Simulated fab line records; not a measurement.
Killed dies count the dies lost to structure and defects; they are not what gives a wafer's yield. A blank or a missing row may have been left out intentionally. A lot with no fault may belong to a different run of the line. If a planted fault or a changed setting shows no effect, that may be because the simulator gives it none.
Matching of chambers    flow n5Finfet    N5_BEOL_M13_DESCUM_15 on rieDiel-02: 4 sister chambers
The step chemistry O2, time 7.9 s. 4 wafers are shown with their chamber, then 8 later ones without.

WAFERS PAIRED WITH THEIR CHAMBERS
wafer   chamber  drypumpMotorCurrentA (A)
L084.2  2        6.1
L084.3  1        6.4
L084.5  3        4.7
L091.2  0        5.8

WAFERS WHOSE CHAMBER IS MISSING
wafer   drypumpMotorCurrentA (A)
L091.3  6.1
L091.4  6.4
L096.2  5.8
L096.4  4.8
L096.6  4.7
L097.1  6.4
L097.2  5.7
L097.5  4.7

EACH ONE'S CHAMBER
wafer   from the rows above  in truth
L091.3  2                    2
L091.4  1                    1
L096.2  0                    0
L096.4  3                    3
L096.6  3                    3
L097.1  1                    1
L097.2  0                    0
L097.5  3                    3
Correctly placed: 8 of 8. Number that these rows cannot place: 0. Wrongly placed: 0.
How it was worked out, from the rows above alone: a wafer's distance from a chamber is the root of the sum, over the readings, of the square of ((its reading less the chamber's mean) divided by the reading's scatter). If the next closest chamber is less than 2 further off than the closest, the wafer can't be placed; otherwise it belongs to the closest. Each chamber's mean is taken over the wafers shown for it. The scatter: root of mean squared gap, hidden wafer to nearest shown wafer, with one shown wafer a chamber.
